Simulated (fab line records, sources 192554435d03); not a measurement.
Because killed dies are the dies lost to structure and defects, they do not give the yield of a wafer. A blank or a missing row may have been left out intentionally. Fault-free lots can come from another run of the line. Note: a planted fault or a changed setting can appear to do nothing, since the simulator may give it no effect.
fab line records	flow n5_finfet	part 2 of 2: steps 4 to 6 of 6
record: lots: 24	wafers: 72	last_day: 19
route steps=1938 shown FIN_CUT@176 SD_EPI_N@273 ILD0@344 SDB@357
lots that met no fault: taken from a fault-free run of the same line
start_h: the number of hours between the record's first day and the start of the first shown wafer of the lot	wait_h: hours from the lot's prior step to this one	" the same as in the row above	L1.1+2: a single row standing in for several wafers	- either no value or no given start	* or withheld: withheld	< > ~ a bound
route shown NAME@n: NAME is a module with steps in the file, n the number in the route of the first one	usual: average and standard deviation across the fault-free wafers	same: alike in all rows	chamber/n: place in a boat	sites: per-site readings	_std_site: the values' standard deviation	_edge_site: outer sites' mean less inner sites'	radius_mm: how far each site lies from the wafer's centre	mask NAME#n: copy n	behind: the tool/chamber that last shaped the wafer	hold: why the lot went on hold/how many hours it stayed there/how the hold came to an end	device: which transistor (n, p or np) failed to switch	end of line: tests run on the same wafers once the route is complete	a step with no rows: only its recipe	killed: dies that structure and defects cost at the first sort, which is not the same as the wafer's yield	map: dies across one wafer; x = killed, . = not, _ = none there
set.NAME: setting as actually run; set.NAME@STEP: the setting as run at that earlier step	model.NAME: the simulator's own value behind a step, which no gauge read
one table for each step of the route and one row for each wafer, over a sample of lots
services: the hour from which a tool's chamber was out of use, counted from the record's first day as start_h (under 0 if before that day), plus the number of hours and why
== steps ==
step: N5_ILD0_CMP_12
recipe: stop_on: poly-Si	material: SiNx	t_overpolish_s: 6	post_cmp_clean: alkaline_brush	down_force_psi: 2.5	platen_rpm: 51.8	pad_velocity_m_s: 1.0307	target_thk_nm: 17.67
usual: edge_zone_pressure_frac: 0.999/0.0047	motor_current_A: 8.9/1	overpolish_run_s: 6.000/0.0089	time_to_endpoint_s: 29.3/2.6
lot.wafer	tool	chamber	start_h	wait_h	edge_zone_pressure_frac	motor_current_A	overpolish_run_s	time_to_endpoint_s
L074.2	cmp-01	0	67.54	1.1	1.008	9.8	6.004	27.0
L074.4	"	1	"	"	1.001	9.4	6.006	30.3
L074.3	"	2	"	"	0.999	8.7	6.012	28.3
L076.3	cmp-03	0	76.00	1.1	1.002	8.1	5.995	30.5
L076.2	"	1	"	"	1.004	9.3	6.000	26.5
L076.5	"	1	"	"	1.002	9.0	5.990	26.9
L075.4	cmp-03	0	79.02	1.2	0.994	9.1	5.998	28.5
L075.6	"	1	"	"	0.992	9.1	6.007	25.4
L075.5	"	2	"	"	0.995	9.3	6.019	28.3
L077.4	cmp-03	0	84.40	1.2	1.001	8.5	5.994	26.7
L077.6	"	3	"	"	0.996	10.4	6.006	28.6
L077.5	"	0	"	"	1.002	8.3	6.010	28.5
L078.1	cmp-01	0	103.90	1.1	1.000	9.6	5.997	29.2
L078.3	"	1	"	"	0.998	10.1	6.005	29.4
L078.4	"	2	"	"	1.001	9.3	6.006	29.4
L079.2	cmp-03	0	104.48	1.2	0.994	8.0	5.998	32.5
L079.5	"	2	"	"	0.998	8.8	5.998	29.8
L079.6	"	3	"	"	0.999	11.2	6.002	29.8
L080.2	cmp-02	2	106.11	1.2	0.996	8.3	6.007	31.6
L080.3	"	0	"	"	0.996	7.3	5.992	27.4
L080.6	"	1	"	"	1.007	9.5	5.993	33.6
L081.3	cmp-02	1	110.63	1.2	1.001	9.2	6.012	32.4
L081.5	"	3	"	"	0.999	7.3	5.994	27.4
L081.6	"	0	"	"	1.005	7.6	6.004	29.3
L082.2	cmp-02	1	111.64	1.1	1.005	9.3	6.000	31.1
L082.4	"	2	"	"	0.999	8.5	5.988	29.1
L082.5	"	2	"	"	1.007	8.7	5.987	25.8
L083.3	cmp-02	0	119.10	1.2	0.998	7.3	5.999	29.9
L083.2	"	2	"	"	1.008	8.5	5.987	26.8
L083.6	"	3	"	"	1.001	7.9	6.019	30.7
L084.3	cmp-03	3	126.58	1.1	0.997	10.9	6.006	34.2
L084.2	"	0	"	"	0.996	8.2	5.991	34.0
L084.4	"	1	"	"	0.996	9.1	6.004	30.6
L085.2	cmp-01	0	128.70	1.1	0.997	9.5	5.998	28.9
L085.3	"	2	"	"	0.989	9.7	5.998	27.3
L085.1	"	3	"	"	1.006	8.1	5.981	30.3
L086.4	cmp-02	3	144.82	1.2	0.994	7.7	6.001	30.9
L086.5	"	2	"	"	1.005	7.8	5.998	27.2
L086.6	"	3	"	"	1.003	7.9	6.003	29.9
L087.4	cmp-01	2	146.55	1.2	1.000	9.1	5.996	26.2
L087.2	"	3	"	"	0.996	7.6	5.996	28.5
L087.5	"	1	"	"	0.997	10.0	6.006	32.4
L088.2	cmp-01	3	150.00	1.1	0.999	7.5	6.006	29.9
L088.3	"	1	"	"	0.997	10.6	5.988	35.6
L088.5	"	0	"	"	0.995	10.2	5.985	33.1
L089.3	cmp-03	0	155.81	1.2	0.996	8.5	6.011	28.0
L089.4	"	2	"	"	1.002	8.4	6.002	29.6
L089.5	"	3	"	"	1.014	10.4	5.995	29.0
L090.4	cmp-03	3	161.26	1.1	0.999	10.6	6.001	33.6
L090.3	"	0	"	"	0.991	8.2	6.008	32.7
L090.2	"	1	"	"	0.998	8.9	6.009	30.0
L091.1	cmp-02	2	166.94	1.1	0.998	8.4	5.997	27.5
L091.3	"	3	"	"	1.004	8.0	5.993	29.6
L091.6	"	3	"	"	0.998	7.8	5.995	29.4
L092.2	cmp-02	1	171.92	1.2	0.995	9.0	6.007	28.8
L092.5	"	3	"	"	1.004	7.7	6.002	28.9
L092.6	"	0	"	"	0.995	7.7	6.005	27.4
L093.1	cmp-01	3	180.62	1.1	1.005	8.1	5.983	27.5
L093.3	"	1	"	"	0.999	10.1	6.004	27.6
L093.6	"	0	"	"	0.996	9.4	5.995	25.8
L094.3	cmp-01	1	187.18	1.2	1.007	9.3	5.998	32.6
L094.2	"	2	"	"	0.998	9.1	5.986	24.7
L094.1	"	3	"	"	0.999	7.6	6.004	25.9
L095.2	cmp-03	0	191.98	1.2	1.005	8.6	5.982	34.6
L095.3	"	2	"	"	0.999	8.8	6.005	34.8
L095.6	"	3	"	"	0.999	11.3	5.998	34.6
L096.4	cmp-02	0	203.29	1.1	1.000	7.2	6.010	29.1
L096.5	"	0	"	"	0.997	7.5	5.997	26.9
L096.6	"	1	"	"	0.993	9.1	5.994	29.3
L097.3	cmp-01	3	206.98	1.1	0.993	7.6	5.997	24.6
L097.1	"	1	"	"	0.995	9.9	6.004	30.1
L097.6	"	0	"	"	0.992	10.0	5.993	26.8
step: N5_SDB_OVL_MEAS_12
recipe: points_per_wafer: 44
usual: SDB_OVL: -0.4/0.74
lot.wafer	tool	chamber	start_h	wait_h	SDB_OVL[nm]
L074.2	overlay-01	0	68.38	0.0	-0.3
L074.3	"	0	"	"	-0.3
L074.4	"	0	"	"	-0.7
L076.2	overlay-01	0	76.84	0.0	1.0
L076.3	"	0	"	"	0.1
L076.5	"	0	"	"	-0.2
L075.4	overlay-01	0	79.62	0.0	0.1
L075.5	"	0	"	"	1.5
L075.6	"	0	"	"	-0.2
L077.4	overlay-02	0	85.20	0.0	0.7
L077.5	"	0	"	"	1.4
L077.6	"	0	"	"	1.0
L078.1	overlay-02	0	104.61	0.0	-0.6
L078.3	"	0	"	"	0.4
L078.4	"	0	"	"	-0.3
L079.2	overlay-02	0	105.24	0.0	-1.6
L079.5	"	0	"	"	-0.8
L079.6	"	0	"	"	-1.3
L080.2	overlay-02	0	106.91	0.0	-0.6
L080.3	"	0	"	"	-1.8
L080.6	"	0	"	"	-0.5
L081.3	overlay-02	0	111.42	0.0	-0.4
L081.5	"	0	"	"	-1.1
L081.6	"	0	"	"	-0.4
L082.2	overlay-02	0	112.49	0.0	-0.7
L082.4	"	0	"	"	-0.9
L082.5	"	0	"	"	0.2
L083.2	overlay-01	0	119.77	0.0	1.0
L083.3	"	0	"	"	0.7
L083.6	"	0	"	"	0.6
L084.2	overlay-01	0	127.29	0.0	-0.2
L084.3	"	0	"	"	-0.3
L084.4	"	0	"	"	-0.3
L085.1	overlay-01	0	129.42	0.0	-0.2
L085.2	"	0	"	"	-0.7
L085.3	"	0	"	"	0.2
L086.4	overlay-01	0	145.50	0.0	-0.6
L086.5	"	0	"	"	-1.3
L086.6	"	0	"	"	-1.0
L087.2	overlay-02	0	147.35	0.0	0.3
L087.4	"	0	"	"	-0.8
L087.5	"	0	"	"	-0.4
L088.2	overlay-02	0	150.71	0.0	-1.0
L088.3	"	0	"	"	-1.1
L088.5	"	0	"	"	-2.0
L089.3	overlay-02	0	156.64	0.0	-1.1
L089.4	"	0	"	"	0.4
L089.5	"	0	"	"	-0.2
L090.2	overlay-01	0	162.10	0.0	-0.8
L090.3	"	0	"	"	-1.0
L090.4	"	0	"	"	-1.0
L091.1	overlay-02	0	167.78	0.0	-0.3
L091.3	"	0	"	"	0.0
L091.6	"	0	"	"	0.4
L092.2	overlay-01	0	172.68	0.0	-0.3
L092.5	"	0	"	"	-1.1
L092.6	"	0	"	"	0.6
L093.1	overlay-01	0	181.33	0.0	1.2
L093.3	"	0	"	"	0.1
L093.6	"	0	"	"	0.6
L094.1	overlay-01	0	187.98	0.0	-0.1
L094.2	"	0	"	"	0.4
L094.3	"	0	"	"	-0.3
L095.2	overlay-01	0	192.66	0.0	-0.8
L095.3	"	0	"	"	-1.2
L095.6	"	0	"	"	-0.7
L096.4	overlay-01	0	204.13	0.0	-1.1
L096.5	"	0	"	"	0.5
L096.6	"	0	"	"	-0.4
L097.1	overlay-02	0	207.82	0.0	0.7
L097.3	"	0	"	"	-0.9
L097.6	"	0	"	"	-1.7
step: N5_SDB_ALD_29
recipe: material: SiNx	target_thk_a: 300	temp_c: 400	ald_precursor_family: SiH2I2	ald_co_reactant: N2/H2-plasma	pulse_time_s: 1	ald_cycles: 600	purge_time_s: 2	co_reactant_purge_time_s: 2	pressure_torr: 2
usual: heater_power_w: 853/77	precursor_pulse_height_rel: 1.003/0.019
same: pulse_time_s: 1
lot.wafer	tool	chamber	start_h	wait_h	heater_power_w	precursor_pulse_height_rel
L074.2	ald_sin-04	0	69.50	0.0	860	1.022
L074.3	"	2	"	"	983	1.006
L074.4	"	1	"	"	927	0.991
L076.2	ald_sin-03	2	77.70	0.0	873	0.986
L076.3	"	1	"	"	798	1.001
L076.5	"	0	79.05	1.4	785	1.015
L075.4	ald_sin-03	3	80.80	0.0	766	1.010
L075.5	"	2	82.15	1.4	897	1.024
L075.6	"	1	"	"	800	1.001
L077.4	ald_sin-04	3	87.42	1.4	868	1.021
L077.5	"	2	"	"	976	0.998
L077.6	"	0	"	"	880	1.020
L078.1	ald_sin-02	1	106.07	0.6	910	0.988
L078.3	"	2	"	"	859	1.013
L078.4	"	0	"	"	899	1.005
L079.2	ald_sin-03	1	106.79	0.7	831	1.011
L079.5	"	0	108.14	2.0	765	0.986
L079.6	"	1	"	"	811	0.975
L080.2	ald_sin-02	1	108.93	1.1	894	1.026
L080.3	"	3	"	"	669	1.022
L080.6	"	0	110.29	2.5	860	1.037
L081.3	ald_sin-04	1	112.33	0.0	944	1.021
L081.5	"	1	113.68	1.4	910	1.010
L081.6	"	0	"	"	847	1.017
L082.2	ald_sin-02	3	113.64	0.0	668	1.019
L082.4	"	2	"	"	898	0.997
L082.5	"	2	115.00	1.4	871	1.003
L083.2	ald_sin-02	3	121.00	0.4	652	1.023
L083.3	"	0	"	"	890	0.976
L083.6	"	0	122.36	1.8	879	0.981
L084.2	ald_sin-02	3	128.20	0.1	655	1.006
L084.3	"	0	"	"	886	0.987
L084.4	"	1	"	"	915	0.994
L085.1	ald_sin-04	2	130.31	0.0	965	0.979
L085.2	"	3	"	"	859	1.000
L085.3	"	1	"	"	941	0.992
L086.4	ald_sin-02	0	146.35	0.0	893	1.017
L086.5	"	0	147.70	1.4	894	1.013
L086.6	"	3	"	"	663	1.004
L087.2	ald_sin-03	3	148.62	0.4	787	1.001
L087.4	"	0	"	"	781	0.981
L087.5	"	2	149.97	1.8	884	0.995
L088.2	ald_sin-04	3	152.09	0.0	863	0.974
L088.3	"	1	"	"	914	1.021
L088.5	"	1	153.44	1.4	940	1.020
L089.3	ald_sin-02	2	157.68	0.0	870	1.011
L089.4	"	3	"	"	647	1.026
L089.5	"	0	159.03	1.4	883	0.991
L090.2	ald_sin-02	1	163.22	0.0	877	1.039
L090.3	"	2	"	"	884	0.992
L090.4	"	3	"	"	658	1.004
L091.1	ald_sin-03	0	169.11	0.3	766	0.972
L091.3	"	1	"	"	836	1.004
L091.6	"	3	170.46	1.7	802	1.051
L092.2	ald_sin-03	3	173.75	0.0	779	0.993
L092.5	"	2	175.10	1.4	906	1.005
L092.6	"	1	"	"	812	0.979
L093.1	ald_sin-02	0	182.60	0.0	864	0.981
L093.3	"	2	"	"	858	1.003
L093.6	"	1	183.96	1.4	890	1.023
L094.1	ald_sin-02	2	189.16	0.2	893	1.001
L094.2	"	1	"	"	898	0.987
L094.3	"	0	"	"	884	0.997
L095.2	ald_sin-04	2	193.51	0.0	886	1.006
L095.3	"	3	"	"	872	1.005
L095.6	"	3	194.86	1.4	873	1.004
L096.4	ald_sin-02	3	205.55	0.0	665	1.020
L096.5	"	0	206.90	1.4	887	0.987
L096.6	"	1	"	"	903	1.012
L097.1	ald_sin-04	3	208.67	0.0	893	1.004
L097.3	"	2	"	"	899	1.030
L097.6	"	1	210.03	1.4	895	1.033
== services ==
tool	chamber	start_h	hours	kind
cmp-01	-	10.39	0.9	repair
cmp-01	-	31.73	1.7	repair
cmp-03	-	35.53	4.0	pm
rie_diel-04	0	37.44	4.8	repair
cmp-03	-	42.10	1.4	repair
cmp-01	-	44.05	0.3	repair
rie_si-03	1	52.42	2.1	repair
cmp-01	-	54.31	6.2	pm
ald_sin-02	3	59.10	24.9	repair
cmp-01	-	80.99	1.0	repair
ald_sin-02	-	85.25	14.0	pm
rie_diel-04	-	89.16	0.4	repair
cmp-03	-	91.12	5.3	pm
rie_si-03	-	106.36	0.2	repair
rie_diel-02	0	113.52	7.3	repair
cmp-01	-	118.38	4.0	pm
rie_diel-01	1	136.85	10.3	repair
rie_diel-02	1	137.28	9.5	repair
rie_diel-04	3	144.66	14.2	repair
rie_diel-02	-	159.50	1.4	repair
rie_diel-01	0	183.85	7.7	repair
rie_diel-02	3	195.74	3.8	repair
rie_diel-04	1	207.48	14.3	repair
rie_diel-04	-	209.64	0.6	repair
